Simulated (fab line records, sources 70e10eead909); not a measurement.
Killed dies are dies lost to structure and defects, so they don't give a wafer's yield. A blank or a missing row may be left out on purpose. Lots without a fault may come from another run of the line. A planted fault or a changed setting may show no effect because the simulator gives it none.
Chamber matching | flow nand_harc | NHARC_P_M0_STRIP_18 on rie_diel-01: 4 sister chambers
The step strips in N2/H2. 4 wafers are shown with their chamber, then 9 later ones without.

WAFERS WITH THEIR CHAMBER
wafer  | chamber | drypump_motor_current_A (A)
L088.6 | 3       | 5.6
L090.1 | 1       | 6.1
L090.3 | 2       | 5.9
L090.6 | 0       | 6.1

WAFERS WITHOUT THEIR CHAMBER
wafer  | drypump_motor_current_A (A)
L091.4 | 5.6
L091.5 | 6.1
L091.6 | 5.9
L092.2 | 6.0
L092.5 | 5.9
L092.6 | 6.1
L095.1 | 5.6
L095.2 | 6.0
L095.6 | 6.1

WHICH CHAMBER EACH WENT THROUGH
wafer  | from the rows above          | in truth
L091.4 | 3                            | 3
L091.5 | can't be placed: 0 or 1      | 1
L091.6 | 2                            | 2
L092.2 | can't be placed: 0 or 1 or 2 | 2
L092.5 | 2                            | 2
L092.6 | can't be placed: 0 or 1      | 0
L095.1 | 3                            | 3
L095.2 | can't be placed: 0 or 1 or 2 | 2
L095.6 | can't be placed: 0 or 1      | 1
Placed correctly: 4 of 9. Can't be placed from these rows: 5 (the true chamber is among the candidates in 5). Placed wrongly: 0.
How it was worked out, from the rows above alone: a wafer's distance from a chamber is the root of the sum, over the readings, of the square of ((its reading less the chamber's mean) divided by the reading's scatter). The wafer belongs to the nearest chamber; if the next one is less than 2 further off, it can't be placed. A chamber's mean is the mean of its shown wafers. The scatter: with one shown wafer a chamber, the root of the mean of the squares of how far each hidden wafer lies from its nearest shown one.
